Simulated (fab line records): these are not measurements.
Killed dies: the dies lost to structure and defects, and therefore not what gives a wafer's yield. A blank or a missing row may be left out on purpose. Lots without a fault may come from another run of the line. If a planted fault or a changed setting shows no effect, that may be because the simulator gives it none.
The tool behind it: which one?	flow nandHarc	13 lots, 39 wafers sampled, at 5 steps of a route of 1302

== WHAT THE GAUGES READ, wafer by wafer ==
NHARC_P_BONDPAD_THK_MEAS_20: measures by xrf. Usual: thkNm 160.6 nm, standard deviation 1.7.
lot	measured	on	thkNm (nm)	flag
L864	day 6 14:55	filmMetro-02	160.6 160.5 160.7	
L865	day 7 07:27	filmMetro-01	162.4 161.3 163.6	
L866	day 7 09:50	filmMetro-02	159.6 159.3 159.8	
L868	day 8 06:53	filmMetro-01	160.2 163.0 159.8	
L869	day 9 02:50	filmMetro-01	161.2 158.8 158.8	
L871	day 9 19:44	filmMetro-01	163.1 161.4 160.6	
L880	day 13 11:26	filmMetro-01	157.6 157.6 159.6	
L881	day 14 07:55	filmMetro-01	161.9 161.0 156.8	
L882	day 14 13:22	filmMetro-02	157.8 161.9 161.1	
L883	day 14 19:52	filmMetro-02	161.7 158.6 156.2	
L885	day 15 07:25	filmMetro-02	160.7 158.6 160.1	
L887	day 15 23:47	filmMetro-02	162.1 160.4 161.9	
L886	day 16 00:43	filmMetro-01	159.5 160.3 159.9	

NHARC_A_ONON_D1_THK_MEAS_05: measures by ellipsometry. Usual: thkNm 1000 nm, standard deviation 12.
lot	measured	on	thkNm (nm)	flag
L864	day 7 12:46	filmMetro-02	1007 1007 1007	
L865	day 8 07:27	filmMetro-02	1005 1006 1004	
L866	day 8 07:26	filmMetro-02	998 996 998	
L868	day 9 07:22	filmMetro-01	1006 1004 1004	
L869	day 10 01:26	filmMetro-02	1005 1003 1004	
L871	day 10 19:43	filmMetro-01	1499 1498 998	OFF
L880	day 14 13:29	filmMetro-01	991 992 993	
L881	day 15 09:31	filmMetro-02	989 990 990	
L882	day 15 16:08	filmMetro-01	990 990 990	
L883	day 15 23:36	filmMetro-01	983 983 983	
L885	day 16 14:49	filmMetro-01	984 985 982	
L887	day 17 06:05	filmMetro-02	988 986 989	
L886	day 17 06:05	filmMetro-02	1028 1027 1027	

NHARC_END_SORT_01. Usual: killedAtArray 57, standard deviation 20; killedAtOther 1.0, standard deviation 1.5; killedAtPeriphery 3.5, standard deviation 2.5; killedDies 62, standard deviation 21; killedOpen 3.5, standard deviation 1.9; killedShort 2.4, standard deviation 1.6.
lot	measured	on	killedAtArray	killedAtOther	killedAtPeriphery	killedDies	killedOpen	killedShort	flag
L871	day 27 18:12	prober-02	675 672 53	1 1 0	1 4 3	677 677 56	4 6 8	3 6 3	OFF

== WHICH TOOL RAN EACH LOT (tool, then ch and the chambers of the sampled wafers, then the start) ==
lot	NHARC_P_BONDPAD_STRIP_15	NHARC_A_ONON_D1_DEP_03
L864	rieDiel-12 ch 0,2, day 6 12:59	pecvdOnon-01 ch 0, day 7 12:22
L865	rieDiel-12 ch 2,3, day 7 05:30	pecvdOnon-04 ch 0, day 8 06:56
L866	rieDiel-13 ch 2,3, day 7 07:53	pecvdOnon-02 ch 0, day 8 06:59
L868	rieDiel-02 ch 0,1,3, day 8 04:58	pecvdOnon-02 ch 0, day 9 06:58
L869	rieDiel-02 ch 0,2,3, day 9 00:54	pecvdOnon-04 ch 0, day 10 01:06
L871	rieDiel-12 ch 0,1, day 9 17:46	pecvdOnon-02 ch 0, day 10 19:12
L880	rieDiel-13 ch 1,2, day 13 09:29	pecvdOnon-02 ch 0, day 14 13:05
L881	rieDiel-13 ch 0,3, day 14 05:55	pecvdOnon-04 ch 0, day 15 09:01
L882	rieDiel-12 ch 0,1,3, day 14 11:25	pecvdOnon-02 ch 0, day 15 15:37
L883	rieDiel-12 ch 0,1, day 14 17:49	pecvdOnon-02 ch 0, day 15 23:05
L885	rieDiel-12 ch 1,2, day 15 05:29	pecvdOnon-04 ch 0, day 16 14:22
L887	rieDiel-02 ch 0,3, day 15 21:47	pecvdOnon-02 ch 0, day 17 05:34
L886	rieDiel-13 ch 0,2,3, day 15 22:25	pecvdOnon-04 ch 0, day 17 05:35
- NHARC_P_BONDPAD_STRIP_15: strips in O2.
- NHARC_A_ONON_D1_DEP_03: target thk 1000 nm.

== AS READ BY THE TOOLS THEMSELVES (means over the sampled wafers that have a number; for cases with no such wafer, the mark the record gives instead) ==
NHARC_P_BONDPAD_STRIP_15. Usual: drypumpMotorCurrentA 5.6 A, standard deviation 0.48; oesProductAu 1.002 a.u., standard deviation 0.0099; rfVppV 57.6 V, standard deviation 0.87; showerheadPlenumPTorr 3.50 Torr, standard deviation 0.13; throttleValvePct 17.037 %, standard deviation 0.0094.
lot	tool	drypumpMotorCurrentA (A)	oesProductAu (a.u.)	rfVppV (V)	showerheadPlenumPTorr (Torr)	throttleValvePct (%)	flag
L864	rieDiel-12	5.3	1.001	58.2	3.48	17.041	
L865	rieDiel-12	5.7	0.994	56.9	3.38	17.040	
L866	rieDiel-13	5.8	0.990	57.5	3.52	17.034	
L868	rieDiel-02	5.5	1.002	57.8	3.55	17.041	
L869	rieDiel-02	5.3	1.000	57.4	3.46	17.038	
L871	rieDiel-12	5.8	0.994	58.3	3.64	17.040	
L880	rieDiel-13	5.6	1.003	57.7	3.40	17.035	
L881	rieDiel-13	5.5	1.023	58.1	3.60	17.036	
L882	rieDiel-12	5.9	1.005	58.1	3.52	17.036	
L883	rieDiel-12	5.8	1.003	57.9	3.63	17.050	
L885	rieDiel-12	5.9	0.995	57.1	3.45	17.034	
L887	rieDiel-02	5.3	1.009	57.4	3.54	17.033	
L886	rieDiel-13	5.5	1.006	57.9	3.51	17.036	

== THE ANSWER, worked out from the rows above alone ==
Rule: a lot is off if the mean of its wafers that have a number lies more than 3 standard deviations from the usual mean. Also off: a lot with no number at a reading for which 4 or more lots have one. Where the step has rows for the other lots, those lots are counted as sound. First the gauges in route order, then the tools' own readings, where a lot's mean is used as printed above. The first step at which some lot is off is used, and at that step the reading that is off furthest; a lot without a number counts as furthest.
Off: L871, at NHARC_A_ONON_D1_THK_MEAS_05 (thkNm).
A tool fits if, at a process step before that reading, it ran every lot that is off, and no sound lot after the first of them. The gauges at NHARC_A_ONON_D1_THK_MEAS_05 aren't tried: what is off there is off at NHARC_END_SORT_01 too, on other tools, and a gauge's error can't cause that. Of those tried, none fits.

== WHAT THE SIMULATOR HAD PUT IN ==
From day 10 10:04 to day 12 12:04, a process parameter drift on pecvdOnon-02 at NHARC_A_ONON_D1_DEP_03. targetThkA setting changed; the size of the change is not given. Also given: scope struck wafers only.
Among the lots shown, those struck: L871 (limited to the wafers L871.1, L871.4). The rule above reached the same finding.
